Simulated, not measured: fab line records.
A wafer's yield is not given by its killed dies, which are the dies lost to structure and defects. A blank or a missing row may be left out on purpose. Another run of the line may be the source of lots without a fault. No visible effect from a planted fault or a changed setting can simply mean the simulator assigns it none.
Split-lot study || flow n5-finfet || on a route of 1938 steps: 7 lots, 39 wafers read

THE SPLIT
At N5_MOL_CONTACT_COAG_ETCHBACK_135 (etches SiO2 in CHF3, target depth 25 nm, time 16.7 s), the setting time-s was moved away from the recipe's 16.7 s on 15 of the 39 wafers read, by -54.3% to +25.6%. This setting was run at the recipe's value on the other wafers.

BETWEEN THE SPLIT AND THE READING: the file shows 1 step in between
- N5_MOL_CONTACT_COAG_STRIP_118: strips in CHF3

THE READING
SOC_of_MOL_CONTACT_COAG_COAT_75.thk-nm (the simulator's own value, which no gauge read), in nm, at N5_MOL_CONTACT_COAG_VIA_ETCH_46 (etches SiO2 in C4F6/O2, target depth 46 nm, overetch 9.2 nm, time 40 s). No usual value for it is given in the file. Across the 24 wafers here that went through the recipe, the average is 50.5 nm and the standard deviation 0.43 nm.

{"wafer": "L075.1", "tool, chamber at the split": "rie-diel-01, 1", "time-s as run, s": 16.7, "against the recipe": "recipe", "SOC_of_MOL_CONTACT_COAG_COAT_75.thk-nm, nm": 49.8, "against lot-mates on the recipe": "-"}
{"wafer": "L075.2", "tool, chamber at the split": "rie-diel-01, 3", "time-s as run, s": 16.7, "against the recipe": "recipe", "SOC_of_MOL_CONTACT_COAG_COAT_75.thk-nm, nm": 50.2, "against lot-mates on the recipe": "-"}
{"wafer": "L075.3", "tool, chamber at the split": "rie-diel-01, 0", "time-s as run, s": 16.7, "against the recipe": "recipe", "SOC_of_MOL_CONTACT_COAG_COAT_75.thk-nm, nm": 50.4, "against lot-mates on the recipe": "-"}
{"wafer": "L075.4", "tool, chamber at the split": "rie-diel-01, 2,3", "time-s as run, s": 20.98, "against the recipe": "+25.6%", "SOC_of_MOL_CONTACT_COAG_COAT_75.thk-nm, nm": 49.2, "against lot-mates on the recipe": -0.9}
{"wafer": "L075.5", "tool, chamber at the split": "rie-diel-01, 0", "time-s as run, s": 20.98, "against the recipe": "+25.6%", "SOC_of_MOL_CONTACT_COAG_COAT_75.thk-nm, nm": 49.6, "against lot-mates on the recipe": -0.5}
{"wafer": "L075.6", "tool, chamber at the split": "rie-diel-01, 2,3", "time-s as run, s": 20.98, "against the recipe": "+25.6%", "SOC_of_MOL_CONTACT_COAG_COAT_75.thk-nm, nm": 49.6, "against lot-mates on the recipe": -0.5}
{"wafer": "L076.1", "tool, chamber at the split": "rie-diel-01, 3,2,3", "time-s as run, s": 16.7, "against the recipe": "recipe", "SOC_of_MOL_CONTACT_COAG_COAT_75.thk-nm, nm": 50.2, "against lot-mates on the recipe": "-"}
{"wafer": "L076.5", "tool, chamber at the split": "rie-diel-01, 3,2,3", "time-s as run, s": 16.7, "against the recipe": "recipe", "SOC_of_MOL_CONTACT_COAG_COAT_75.thk-nm, nm": 50.2, "against lot-mates on the recipe": "-"}
{"wafer": "L076.2", "tool, chamber at the split": "rie-diel-01, 3,2,3", "time-s as run, s": 16.7, "against the recipe": "recipe", "SOC_of_MOL_CONTACT_COAG_COAT_75.thk-nm, nm": 50, "against lot-mates on the recipe": "-"}
{"wafer": "L076.4", "tool, chamber at the split": "rie-diel-01, 1,0,2", "time-s as run, s": 16.7, "against the recipe": "recipe", "SOC_of_MOL_CONTACT_COAG_COAT_75.thk-nm, nm": 50, "against lot-mates on the recipe": "-"}
{"wafer": "L076.3", "tool, chamber at the split": "rie-diel-01, 1,0,2", "time-s as run, s": 16.7, "against the recipe": "recipe", "SOC_of_MOL_CONTACT_COAG_COAT_75.thk-nm, nm": 49.8, "against lot-mates on the recipe": "-"}
{"wafer": "L076.6", "tool, chamber at the split": "rie-diel-01, 1,0,2", "time-s as run, s": 16.7, "against the recipe": "recipe", "SOC_of_MOL_CONTACT_COAG_COAT_75.thk-nm, nm": 49.6, "against lot-mates on the recipe": "-"}
{"wafer": "L078.1", "tool, chamber at the split": "rie-diel-01, 0", "time-s as run, s": 16.7, "against the recipe": "recipe", "SOC_of_MOL_CONTACT_COAG_COAT_75.thk-nm, nm": 50.6, "against lot-mates on the recipe": "-"}
{"wafer": "L078.3", "tool, chamber at the split": "rie-diel-01, 3", "time-s as run, s": 16.7, "against the recipe": "recipe", "SOC_of_MOL_CONTACT_COAG_COAT_75.thk-nm, nm": 50.6, "against lot-mates on the recipe": "-"}
{"wafer": "L078.2", "tool, chamber at the split": "rie-diel-01, 2,1,2", "time-s as run, s": 13.42, "against the recipe": "-19.6%", "SOC_of_MOL_CONTACT_COAG_COAT_75.thk-nm, nm": 51, "against lot-mates on the recipe": "+0.3"}
{"wafer": "L078.4", "tool, chamber at the split": "rie-diel-01, 2,1,2", "time-s as run, s": 13.42, "against the recipe": "-19.6%", "SOC_of_MOL_CONTACT_COAG_COAT_75.thk-nm, nm": 50.8, "against lot-mates on the recipe": "+0.1"}
{"wafer": "L078.5", "tool, chamber at the split": "rie-diel-01, 2,1,2", "time-s as run, s": 13.42, "against the recipe": "-19.6%", "SOC_of_MOL_CONTACT_COAG_COAT_75.thk-nm, nm": 50.8, "against lot-mates on the recipe": "+0.1"}
{"wafer": "L078.6", "tool, chamber at the split": "rie-diel-01, 3", "time-s as run, s": 16.7, "against the recipe": "recipe", "SOC_of_MOL_CONTACT_COAG_COAT_75.thk-nm, nm": 50.8, "against lot-mates on the recipe": "-"}
{"wafer": "L087.3", "tool, chamber at the split": "rie-diel-03, 1,2", "time-s as run, s": 16.7, "against the recipe": "recipe", "SOC_of_MOL_CONTACT_COAG_COAT_75.thk-nm, nm": 50.6, "against lot-mates on the recipe": "-"}
{"wafer": "L087.4", "tool, chamber at the split": "rie-diel-03, 1,2", "time-s as run, s": 16.7, "against the recipe": "recipe", "SOC_of_MOL_CONTACT_COAG_COAT_75.thk-nm, nm": 51, "against lot-mates on the recipe": "-"}
{"wafer": "L087.6", "tool, chamber at the split": "rie-diel-03, 0", "time-s as run, s": 16.7, "against the recipe": "recipe", "SOC_of_MOL_CONTACT_COAG_COAT_75.thk-nm, nm": 50.8, "against lot-mates on the recipe": "-"}
{"wafer": "L088.1", "tool, chamber at the split": "rie-diel-01, 3", "time-s as run, s": 13.28, "against the recipe": "-20.5%", "SOC_of_MOL_CONTACT_COAG_COAT_75.thk-nm, nm": 51.2, "against lot-mates on the recipe": "+0.7"}
{"wafer": "L088.6", "tool, chamber at the split": "rie-diel-01, 3,2", "time-s as run, s": 13.28, "against the recipe": "-20.5%", "SOC_of_MOL_CONTACT_COAG_COAT_75.thk-nm, nm": 51.2, "against lot-mates on the recipe": "+0.7"}
{"wafer": "L088.2", "tool, chamber at the split": "rie-diel-01, 1", "time-s as run, s": 16.7, "against the recipe": "recipe", "SOC_of_MOL_CONTACT_COAG_COAT_75.thk-nm, nm": 50.8, "against lot-mates on the recipe": "-"}
{"wafer": "L088.3", "tool, chamber at the split": "rie-diel-01, 2,0", "time-s as run, s": 16.7, "against the recipe": "recipe", "SOC_of_MOL_CONTACT_COAG_COAT_75.thk-nm, nm": 50.4, "against lot-mates on the recipe": "-"}
{"wafer": "L088.4", "tool, chamber at the split": "rie-diel-01, 2,0", "time-s as run, s": 16.7, "against the recipe": "recipe", "SOC_of_MOL_CONTACT_COAG_COAT_75.thk-nm, nm": 50.4, "against lot-mates on the recipe": "-"}
{"wafer": "L088.5", "tool, chamber at the split": "rie-diel-01, 3,2", "time-s as run, s": 13.28, "against the recipe": "-20.5%", "SOC_of_MOL_CONTACT_COAG_COAT_75.thk-nm, nm": 51.4, "against lot-mates on the recipe": "+0.9"}
{"wafer": "L090.1", "tool, chamber at the split": "rie-diel-01, 0,1,2", "time-s as run, s": 7.64, "against the recipe": "-54.3%", "SOC_of_MOL_CONTACT_COAG_COAT_75.thk-nm, nm": 51.8, "against lot-mates on the recipe": "+1.3"}
{"wafer": "L090.2", "tool, chamber at the split": "rie-diel-01, 3", "time-s as run, s": 16.7, "against the recipe": "recipe", "SOC_of_MOL_CONTACT_COAG_COAT_75.thk-nm, nm": 50.6, "against lot-mates on the recipe": "-"}
{"wafer": "L090.6", "tool, chamber at the split": "rie-diel-01, 3", "time-s as run, s": 16.7, "against the recipe": "recipe", "SOC_of_MOL_CONTACT_COAG_COAT_75.thk-nm, nm": 50.6, "against lot-mates on the recipe": "-"}
{"wafer": "L090.3", "tool, chamber at the split": "rie-diel-01, 0,1,2", "time-s as run, s": 7.64, "against the recipe": "-54.3%", "SOC_of_MOL_CONTACT_COAG_COAT_75.thk-nm, nm": 52.2, "against lot-mates on the recipe": "+1.7"}
{"wafer": "L090.4", "tool, chamber at the split": "rie-diel-01, 0,1,2", "time-s as run, s": 7.64, "against the recipe": "-54.3%", "SOC_of_MOL_CONTACT_COAG_COAT_75.thk-nm, nm": 52, "against lot-mates on the recipe": "+1.5"}
{"wafer": "L090.5", "tool, chamber at the split": "rie-diel-01, 0", "time-s as run, s": 16.7, "against the recipe": "recipe", "SOC_of_MOL_CONTACT_COAG_COAT_75.thk-nm, nm": 50.4, "against lot-mates on the recipe": "-"}
{"wafer": "L093.1", "tool, chamber at the split": "rie-diel-03, 1,0", "time-s as run, s": 20.75, "against the recipe": "+24.3%", "SOC_of_MOL_CONTACT_COAG_COAT_75.thk-nm, nm": 50.2, "against lot-mates on the recipe": -0.9}
{"wafer": "L093.2", "tool, chamber at the split": "rie-diel-03, 1,0", "time-s as run, s": 20.75, "against the recipe": "+24.3%", "SOC_of_MOL_CONTACT_COAG_COAT_75.thk-nm, nm": 50.2, "against lot-mates on the recipe": -0.9}
{"wafer": "L093.5", "tool, chamber at the split": "rie-diel-03, 3", "time-s as run, s": 20.75, "against the recipe": "+24.3%", "SOC_of_MOL_CONTACT_COAG_COAT_75.thk-nm, nm": 50.2, "against lot-mates on the recipe": -0.9}
{"wafer": "L093.3", "tool, chamber at the split": "rie-diel-03, 2", "time-s as run, s": 16.7, "against the recipe": "recipe", "SOC_of_MOL_CONTACT_COAG_COAT_75.thk-nm, nm": 51.4, "against lot-mates on the recipe": "-"}
{"wafer": "L093.4", "tool, chamber at the split": "rie-diel-03, 3,2", "time-s as run, s": 16.7, "against the recipe": "recipe", "SOC_of_MOL_CONTACT_COAG_COAT_75.thk-nm, nm": 50.6, "against lot-mates on the recipe": "-"}
{"wafer": "L093.6", "tool, chamber at the split": "rie-diel-03, 3,2", "time-s as run, s": 16.7, "against the recipe": "recipe", "SOC_of_MOL_CONTACT_COAG_COAT_75.thk-nm, nm": 51.2, "against lot-mates on the recipe": "-"}
The file does not say which wafer passed through which chamber wherever a row lists several chambers: such a row stands for several wafers.

THE FIT
A straight line over all 39 wafers: SOC_of_MOL_CONTACT_COAG_COAT_75.thk-nm changes by -0.0278 nm for each +1% of time-s; r = -0.82; the points scatter about the line by 0.39 nm.
The same after taking each lot's own level away (the mean of its wafers on the recipe; 39 wafers): -0.0276 nm for each +1%; r = -0.93; scatter 0.22 nm.
Per that fit: largest time-s move, reading shift of 1.5 nm.
From 49.97 to 51.07 nm: that is the span of the lots' own levels, equal to 2.6 times the standard deviation above.
The two slopes agree, so the slope changes little with the lot-to-lot level.
Check: for one of the wafers moved furthest among these (-54.3%), held out of the fit, the line's prediction against its lot-mates is +1.52 nm. It came out at +1.27 nm against them.

THE OTHER SPLITS THESE WAFERS WENT THROUGH
Note: prior to the reading, these wafers also went through further splits. Each is held against what the fit with the lots' levels taken away leaves over:
{"other split on the same wafers": "N5_FIN_CUT_CUT_ETCH_15 target-depth-a", "wafers away from the commonest value": 12, "r with SOC_of_MOL_CONTACT_COAG_COAT_75.thk-nm (lot level and that fit taken away)": -0.01}
{"other split on the same wafers": "N5_SD_EPI_N_EPI_21 epi-growth-time-s", "wafers away from the commonest value": 9, "r with SOC_of_MOL_CONTACT_COAG_COAT_75.thk-nm (lot level and that fit taken away)": "+0.06"}
{"other split on the same wafers": "N5_SDB_ALD_29 ald-cycles", "wafers away from the commonest value": 9, "r with SOC_of_MOL_CONTACT_COAG_COAT_75.thk-nm (lot level and that fit taken away)": -0.19}

THE WHOLE CHAIN: every reading that the file lists as answering this split, in the file's order
{"step": "N5_MOL_CONTACT_COAG_ETCHBACK_135", "what it does": "etches SiO2 in CHF3, target depth 25 nm, time 16.7 s", "reading": "SOC_of_MOL_CONTACT_COAG_COAT_75.thk-nm (the simulator's own value, which no gauge read)", "change (the file's fit)": "-0.0289 nm for each +1% of the setting", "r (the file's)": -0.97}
{"step": "N5_MOL_CONTACT_COAG_VIA_ETCH_46", "what it does": "etches SiO2 in C4F6/O2, target depth 46 nm, overetch 9.2 nm, time 40 s", "reading": "SOC_of_MOL_CONTACT_COAG_COAT_75.thk-nm (the simulator's own value, which no gauge read)", "change (the file's fit)": "-0.0274 nm for each +1% of the setting", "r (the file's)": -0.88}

FILE'S OWN FIT
SOC_of_MOL_CONTACT_COAG_COAT_75.thk-nm changes by -0.0274 nm for each +1% of time-s, r = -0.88.
